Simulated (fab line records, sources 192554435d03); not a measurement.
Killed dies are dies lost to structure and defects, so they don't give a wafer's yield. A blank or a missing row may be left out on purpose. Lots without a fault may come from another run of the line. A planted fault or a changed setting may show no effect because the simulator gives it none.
fab line records | flow n5_finfet
record lots=9 wafers=26 last_day=16
route steps=1938 shown GATE_CUT@474 PASSIVATION@1936
lots that met no fault: from a run of the same line without faults
start_h: hours from the record's first day to the start of the lot's first wafer shown | wait_h: hours since the lot's step before | " the same as in the row above | L1.1+2: a row that stands for several wafers | - no value, or no start given | * or withheld: withheld | < > ~ a bound
route shown NAME@n: a module of which the file shows steps, and the number in the route of the first | usual: mean/standard deviation of fault-free wafers | same: alike in all rows | chamber/n: place in a boat | sites: the reading at each site | _std_site: their standard deviation | _edge_site: outer sites' mean less inner sites' | radius_mm: how far each site lies from the wafer's centre | mask NAME#n: copy n | behind: the tool/chamber that last shaped the wafer | hold: why the lot was held/for how many hours/how that ended | device: the transistor (n, p or np) that didn't switch | end of line: the same wafers' tests at the end of the route | a step without rows: its recipe alone | killed: dies lost to structure and defects at the first sort, not the wafer's yield | map: a wafer's dies, x killed, . not, _ none there
set.NAME: the setting as run; set.NAME@STEP: as run at that earlier step | model.NAME: the simulator's own value behind a step, which no gauge read
steps of the route over a sample of lots; a table a step, a row a wafer
services: from which hour (start_h, from the record's first day; less than 0 if before it) a tool's chamber was out of use, for how many hours, and why
## steps
# step N5_GATE_CUT_PECVD_57
# recipe material=SiNx target_thk_a=210 temp_c=400 precursor=SiH4/NH3/N2 pressure_torr=1.5 rf_w=300
# usual heater_power_w=782/79 showerhead_plenum_p_Torr=5.131/0.025 susceptor_temp_C=399.99/0.24 throttle_valve_pct=40.6/2.9
# columns lot.wafer tool chamber start_h wait_h heater_power_w showerhead_plenum_p_Torr susceptor_temp_C throttle_valve_pct
L763.3 pecvd-02 2 83.33 1.1 845 5.155 399.79 40.1
L763.4 " 0 " " 717 5.153 400.25 45.7
L763.5 " 1 " " 833 5.128 400.29 40.8
L764.2 pecvd-02 1 86.89 1.1 818 5.112 400.09 41.1
L764.4 " 0 " " 774 5.144 399.78 45.8
L764.6 " 2 " " 769 5.147 400.06 40.1
L765.2 pecvd-03 0 97.31 1.1 713 5.144 399.83 39.6
L765.5 " 0 " " 718 5.126 400.37 39.6
L765.6 " 1 " " 682 5.069 400.18 44.6
L766.1 pecvd-02 0 99.48 1.1 722 5.145 400.01 45.6
L766.2 " 2 " " 900 5.155 400.01 40.3
L766.5 " 0 " " 731 5.127 400.10 45.5
L767.1 pecvd-03 2 107.55 1.1 648 5.166 400.12 36.5
L767.2 " 1 " " 729 5.081 399.71 44.6
L767.6 " 1 " " 714 5.082 400.00 44.9
L768.4 pecvd-03 2 111.43 1.1 671 5.174 399.59 36.8
L768.5 " 0 " " 719 5.130 400.11 39.5
L776.1 pecvd-03 2 163.89 1.1 679 5.178 400.35 37.1
L776.4 " 0 " " 684 5.125 400.67 39.8
L776.6 " 2 " " 683 5.177 400.28 36.9
L777.1 pecvd-01 1 165.20 1.1 795 5.154 399.92 37.3
L777.3 " 2 " " 760 5.117 399.99 39.4
L777.6 " 1 " " 815 5.145 399.95 37.0
L781.2 pecvd-01 1 192.65 1.1 701 5.138 399.81 36.7
L781.3 " 0 " " 875 5.107 400.25 38.6
L781.5 " 1 " " 689 5.148 399.72 36.9
# step N5_GATE_CUT_HM_DEP_46
# recipe material=SiO2 target_thk_a=1300 temp_c=400 precursor=TEOS/O2 pressure_torr=6.5 rf_w=900 teos_flow_sccm=161.4 gas=O2 flow_sccm=2650 time_s=26.6
# usual heater_power_w=566/78 showerhead_plenum_p_Torr=8.340/0.019 susceptor_temp_C=399.99/0.23 throttle_valve_pct=18.7/1.2
# same time_s=26.6
# columns lot.wafer tool chamber start_h wait_h heater_power_w showerhead_plenum_p_Torr susceptor_temp_C throttle_valve_pct
L763.3 pecvd-01 0 83.74 0.0 649 8.332 399.78 18.0
L763.4 " 0 " " 658 8.333 399.18 18.0
L763.5 " 1 " " 601 8.337 400.04 17.5
L764.2 pecvd-02 0 87.49 0.0 547 8.358 399.87 21.5
L764.4 " 2 " " 534 8.344 400.09 18.8
L764.6 " 1 " " 638 8.322 399.98 19.1
L765.2 pecvd-01 0 97.71 0.0 547 8.325 400.29 18.1
L765.5 " 0 " " 569 8.328 400.25 17.9
L765.6 " 2 " " 623 8.322 399.93 18.4
L766.1 pecvd-01 2 99.89 0.0 545 8.343 400.11 18.2
L766.2 " 0 " " 552 8.319 400.10 17.8
L766.5 " 2 " " 551 8.317 400.18 18.1
L767.1 pecvd-01 0 107.96 0.0 675 8.341 400.47 17.9
L767.2 " 1 " " 601 8.318 399.82 17.5
L767.6 " 0 " " 645 8.308 399.82 17.9
L768.4 pecvd-01 2 111.85 0.1 557 8.334 400.03 18.1
L768.5 " 0 " " 534 8.333 400.58 18.0
L776.1 pecvd-01 2 164.29 0.0 531 8.358 399.98 18.5
L776.4 " 1 " " 610 8.355 399.81 17.4
L776.6 " 2 " " 552 8.329 399.90 18.7
L777.1 pecvd-01 0 165.60 0.0 645 8.345 400.14 18.2
L777.3 " 1 " " 515 8.377 399.84 17.2
L777.6 " 2 " " 618 8.358 400.16 18.5
L781.2 pecvd-02 0 193.24 0.0 522 8.339 399.91 21.1
L781.3 " 2 " " 658 8.363 399.79 19.3
L781.5 " 1 " " 688 8.341 399.97 19.0
# step N5_GATE_CUT_INSPECT_15
# recipe mode=adi inspect_instrument=brightfield
# usual raw_defect_count=133/39
# columns lot.wafer tool chamber start_h wait_h raw_defect_count
L763.3 defect_inspect-02 - 84.16 0.0 171
L763.4 " - " " 158
L763.5 " - " " 130
L764.2 defect_inspect-02 - 88.04 0.0 92
L764.4 " - " " 137
L764.6 " - " " 114
L765.2 defect_inspect-01 - 98.28 0.0 148
L765.5 " - " " 168
L765.6 " - " " 95
L766.1 defect_inspect-01 - 100.33 0.1 118
L766.2 " - " " 153
L766.5 " - " " 124
L767.1 defect_inspect-01 - 108.50 0.1 172
L767.2 " - " " 138
L767.6 " - " " 104
L768.4 defect_inspect-02 - 112.39 0.0 160
L768.5 " - " " 176
L776.1 defect_inspect-02 - 164.74 0.1 835
L776.4 " - " " 824
L776.6 " - " " 754
L777.1 defect_inspect-01 - 166.15 0.1 812
L777.3 " - " " 799
L777.6 " - " " 772
L781.2 defect_inspect-01 - 193.79 0.0 123
L781.3 " - " " 156
L781.5 " - " " 166
# step N5_GATE_CUT_ETCH_37
# recipe chemistry=N2/H2 target=SOC target_depth_a=600 overetch_a=120 mask_material=SiARC temp_c=40 time_s=90 ion_energy_ev=200 pressure_mtorr=30 source_w=840 bias_w=150 n2_flow_sccm=200 h2_flow_sccm=200
# usual drypump_motor_current_A=5.87/0.25 oes_product_au=0.69/0.062 rf_vpp_V=524.3/2.1 showerhead_plenum_p_Torr=2.55/0.079 throttle_valve_pct=17.78/0.23
# same time_s=90
# columns lot.wafer tool chamber start_h wait_h drypump_motor_current_A oes_product_au rf_hours_counter_h rf_vpp_V showerhead_plenum_p_Torr throttle_valve_pct
L763.3 rie_diel-06 0 84.27 0.0 5.78 0.67 147 527.6 2.69 18.01
L763.4 " 1 " " 6.49 0.81 27 526.1 2.57 17.32
L763.5 " 2 " " 6.04 0.65 - 524.4 2.50 17.51
L764.2 rie_diel-03 1 88.16 0.0 5.49 0.66 180 524.1 2.53 18.08
L764.4 " 3 " " 5.86 0.65 198 525.2 2.63 17.72
L764.6 " 1 " " 5.45 0.65 - 522.9 2.53 18.07
L765.2 rie_diel-02 1 98.40 0.0 5.96 0.78 34 529.4 2.69 17.39
L765.5 " 1 " " 5.99 0.78 - 527.7 2.69 17.41
L765.6 " 2 " " 5.95 0.68 - 524.5 2.55 17.63
L766.1 rie_diel-03 0 100.79 0.0 5.72 0.69 143 521.7 2.43 17.74
L766.2 " 1 " " 5.49 0.65 183 525.2 2.52 18.07
L766.5 " 0 " " 5.74 0.69 - 522.4 2.43 17.75
L767.1 rie_diel-02 0 108.62 0.0 5.51 0.61 247 522.1 2.49 17.82
L767.2 " 1 " " 5.98 0.77 38 527.4 2.69 17.41
L767.6 " 2 " " 5.97 0.69 - 524.3 2.55 17.64
L768.4 rie_diel-03 3 112.50 0.0 5.81 0.66 205 526.7 2.63 17.74
L768.5 " 1 " " 5.49 0.64 - 522.3 2.52 18.08
L776.1 rie_diel-03 3 165.37 0.0 5.88 0.64 220 527.8 2.62 17.76
L776.4 " 1 " " 5.46 0.64 201 521.6 2.52 18.13
L776.6 " 2 " " 6.07 0.72 - 524.0 2.58 17.89
L777.1 rie_diel-03 2 166.27 0.0 6.03 0.71 81 523.8 2.58 17.90
L777.3 " 1 " " 5.51 0.64 202 523.3 2.52 18.11
L777.6 " 3 " " 5.84 0.64 - 525.6 2.62 17.77
L781.2 rie_diel-06 3 193.97 0.0 5.81 0.63 217 523.0 2.51 18.08
L781.3 " 1 " " 6.48 0.76 59 524.9 2.56 17.36
L781.5 " 1 " " 6.43 0.76 - 524.6 2.56 17.37
# step N5_GATE_CUT_STRIP_41
# recipe chemistry=CF4 resist=SiARC power_w=300 bias_power_w=75 pressure_mtorr=50 cf4_flow_sccm=150 rf_frequency_hz=6e+07
# usual drypump_motor_current_A=5.86/0.25 oes_product_au=0.177/0.016 rf_vpp_V=271.2/1.3 showerhead_plenum_p_Torr=1.80/0.048 throttle_valve_pct=13.60/0.22
# columns lot.wafer tool chamber start_h wait_h drypump_motor_current_A oes_product_au rf_hours_counter_h rf_vpp_V showerhead_plenum_p_Torr throttle_valve_pct
L763.3 rie_diel-06 0 84.42 0.0 5.76 0.176 147 273.5 1.86 13.61
L763.4 " 1 " " 6.46 0.203 28 272.8 1.84 13.20
L763.5 " 2 " " 6.02 0.165 - 272.3 1.77 13.57
L764.2 rie_diel-03 1 88.30 0.0 5.47 0.173 180 271.4 1.77 13.82
L764.4 " 3 " " 5.83 0.173 198 273.1 1.86 13.58
L764.6 " 1 " " 5.48 0.170 - 270.5 1.77 13.82
L765.2 rie_diel-02 1 98.54 0.0 5.93 0.199 34 273.5 1.90 13.24
L765.5 " 1 " " 5.96 0.196 - 274.2 1.90 13.25
L765.6 " 2 " " 5.95 0.177 - 270.2 1.78 13.27
L766.1 rie_diel-03 0 100.93 0.0 5.70 0.178 143 269.6 1.74 13.65
L766.2 " 1 " " 5.47 0.165 183 270.0 1.77 13.84
L766.5 " 0 " " 5.73 0.176 - 269.0 1.74 13.67
L767.1 rie_diel-02 0 108.76 0.0 5.45 0.159 247 270.3 1.80 13.89
L767.2 " 1 " " 5.98 0.190 38 273.4 1.90 13.25
L767.6 " 2 " " 5.94 0.166 - 270.8 1.77 13.27
L768.4 rie_diel-03 3 112.65 0.0 5.84 0.168 205 271.5 1.86 13.59
L768.5 " 1 " " 5.48 0.165 - 270.2 1.77 13.84
L776.1 rie_diel-03 3 165.51 0.0 5.84 0.165 220 271.5 1.85 13.63
L776.4 " 1 " " 5.50 0.156 201 270.5 1.76 13.89
L776.6 " 2 " " 6.03 0.188 - 272.1 1.83 13.61
L777.1 rie_diel-03 2 166.41 0.0 6.02 0.185 81 272.2 1.83 13.61
L777.3 " 1 " " 5.50 0.164 202 271.0 1.76 13.87
L777.6 " 3 " " 5.84 0.168 - 272.6 1.85 13.63
L781.2 rie_diel-06 3 194.11 0.0 5.78 0.163 217 269.6 1.80 14.03
L781.3 " 1 " " 6.48 0.203 59 273.0 1.84 13.28
L781.5 " 1 " " 6.50 0.189 - 271.1 1.84 13.29
# step N5_PASSIVATION_PROBE_49
# usual killed_at_M0_to_M3=35/11 killed_at_M4_up=13/5.7 killed_at_contacts=12/5.7 killed_at_front_end=40/11 killed_at_other=4/4.4 killed_dies=105/18 killed_on_rim=14/3.9 killed_open=68/14 killed_short=34/7.4
# same gross_dies=1180 killed_at_back_side=0
# columns lot.wafer tool chamber start_h wait_h killed_at_M0_to_M3 killed_at_M4_up killed_at_contacts killed_at_front_end killed_at_other killed_dies killed_on_rim killed_open killed_short
L776.1 prober-02 - 345.86 0.3 16 16 25 173 3 233 22 78 29
L776.4 prober-02 - 346.01 0.5 16 13 8 166 3 206 23 52 19
L776.6 prober-02 - 346.11 0.6 43 24 18 146 1 232 26 71 42
L777.1 prober-02 - 356.17 0.0 33 15 8 128 1 185 33 73 31
L777.3 prober-02 - 356.27 0.1 47 15 6 162 3 233 17 71 38
L777.6 prober-02 - 356.42 0.3 37 6 15 156 5 219 30 62 35
L781.2 prober-01 - 383.15 0.1 24 19 29 39 1 112 17 75 31
L781.3 prober-01 - 383.20 0.1 23 16 9 36 1 85 8 53 30
L781.5 prober-01 - 383.30 0.2 21 9 9 50 2 91 22 53 32
# killed by level:class
L776.1 GATE_CUT:unspecified=125 STI_FIN_REVEAL:geometric_particle:open=21 MOL_CONTACT_COAG:geometric_particle:open=18 BEOL_M4:geometric_particle:open=9 MOL_CONTACT_COAG:geometric_particle:short=7 STI_FIN_REVEAL:geometric_particle:short=5 GATE_CUT:geometric_particle:open=5 BEOL_M1:geometric_particle:open=4
L776.4 GATE_CUT:unspecified=131 BEOL_M4:geometric_particle:open=8 STI_FIN_REVEAL:geometric_particle:open=6 MOL_CONTACT_COAG:geometric_particle:open=6 FIN_SAQP:geometric_particle:short=4 GATE_CUT:geometric_particle:short=4 BEOL_M0_SAQP:geometric_particle:open=4 BEOL_M1:geometric_particle:open=4
L776.6 GATE_CUT:unspecified=117 BEOL_M0_SAQP:geometric_particle:short=15 MOL_CONTACT_COAG:geometric_particle:open=13 BEOL_M4:geometric_particle:open=10 BEOL_M0_SAQP:geometric_particle:open=9 STI_FIN_REVEAL:geometric_particle:open=8 BEOL_M2:geometric_particle:open=6 MOL_CONTACT_COAG:geometric_particle:short=5
L777.1 GATE_CUT:unspecified=79 FIN_SAQP:geometric_particle:open=13 FIN_SAQP:geometric_particle:short=8 STI_FIN_REVEAL:geometric_particle:open=8 MOL_CONTACT_COAG:geometric_particle:open=8 BEOL_M3:geometric_particle:open=7 BEOL_M0_SAQP:geometric_particle:short=6 ILD0:geometric_particle:short=5
L777.3 GATE_CUT:unspecified=121 BEOL_M0_SAQP:geometric_particle:short=13 BEOL_M0_SAQP:geometric_particle:open=11 FIN_SAQP:geometric_particle:open=10 BEOL_M1:geometric_particle:open=10 GATE_CUT:geometric_particle:short=8 BEOL_M4:geometric_particle:open=8 BEOL_M2:geometric_particle:open=7
L777.6 GATE_CUT:unspecified=122 FIN_SAQP:geometric_particle:open=19 MOL_CONTACT_COAG:geometric_particle:open=11 BEOL_M3:geometric_particle:open=9 BEOL_M0_SAQP:geometric_particle:short=6 BEOL_M0_SAQP:geometric_particle:open=6 FIN_SAQP:geometric_particle:short=5 BEOL_M0:geometric_particle:open=5
L781.2 MOL_CONTACT_COAG:geometric_particle:open=22 BEOL_M4:geometric_particle:open=10 FIN_SAQP:geometric_particle:short=7 FIN_SAQP:geometric_particle:open=7 MOL_CONTACT_COAG:geometric_particle:short=7 ILD0:geometric_particle:open=6 BEOL_M0_SAQP:geometric_particle:short=6 BEOL_M1:geometric_particle:open=6
L781.3 BEOL_M0_SAQP:geometric_particle:open=8 FIN_SAQP:geometric_particle:open=7 FIN_SAQP:geometric_particle:short=7 MOL_CONTACT_COAG:geometric_particle:open=7 BEOL_M2:geometric_particle:open=7 STARTING-WAFER:geometric_particle:open=6 GATE_CUT:geometric_particle:short=4 BEOL_M4:geometric_particle:open=4
L781.5 FIN_SAQP:geometric_particle:short=8 FIN_SAQP:geometric_particle:open=7 STI_FIN_REVEAL:geometric_particle:open=7 MOL_CONTACT_COAG:geometric_particle:open=7 HKMG_FIN:area_etch=6 BEOL_M2:geometric_particle:open=5 BEOL_M0_SAQP:geometric_particle:short=5 BEOL_M4:geometric_particle:open=5
## services
# columns tool chamber start_h hours kind
pecvd-02 1 65.95 2.1 scheduled_down
pecvd-03 - 68.29 1.2 repair
pecvd-01 0 74.77 2.1 scheduled_down
rie_diel-02 0 84.26 23.0 repair
pecvd-01 1 96.39 5.5 scheduled_down
rie_diel-02 0 119.54 - clean
rie_diel-02 0 119.54 - consumable_replace:focus_ring
rie_diel-02 0 119.54 13.2 scheduled_down
rie_diel-02 0 119.54 13.2 vent_cycle
pecvd-02 2 126.92 23.1 repair
rie_diel-02 3 133.06 - clean
rie_diel-02 3 133.06 - consumable_replace:focus_ring
rie_diel-02 3 133.06 21.0 scheduled_down
rie_diel-02 3 133.06 21.0 vent_cycle
pecvd-01 1 151.35 5.3 repair
pecvd-01 - 160.27 1.6 repair
pecvd-01 2 166.77 2.1 scheduled_down
pecvd-03 - 192.42 28.1 pm
## key
first_sign step=N5_GATE_CUT_INSPECT_15 reading=raw_defect_count direction=up sigmas=17 usual=133 struck=799
effect step=N5_PASSIVATION_PROBE_49 reading=killed_at_front_end direction=up sigmas=10 usual=40 struck=155
more_kills_born_at N5_GATE_CUT_HM_DEP_46@pecvd-01=695
met_at N5_GATE_CUT_HM_DEP_46
struck_lots L776,L777
tester_left_out L776,L777
not_acting_at N5_GATE_CUT_PECVD_57,N5_GATE_CUT_ETCH_37,N5_GATE_CUT_STRIP_41
onset_between 111.85 164.29
fault kind=chamber_particle_source tool=pecvd-01 chamber=- onset_h=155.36 steps=N5_GATE_CUT_HM_DEP_46 rate_per_visit_cm2=1.0428 end_h=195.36
# tester_left_out: of these lots the tester's yield and bins aren't shown, on N5 and GAA mostly nor the transistor test; their killed dies are dies lost to structure and defects alone, not to doping, threshold or leakage, so they don't give the yield
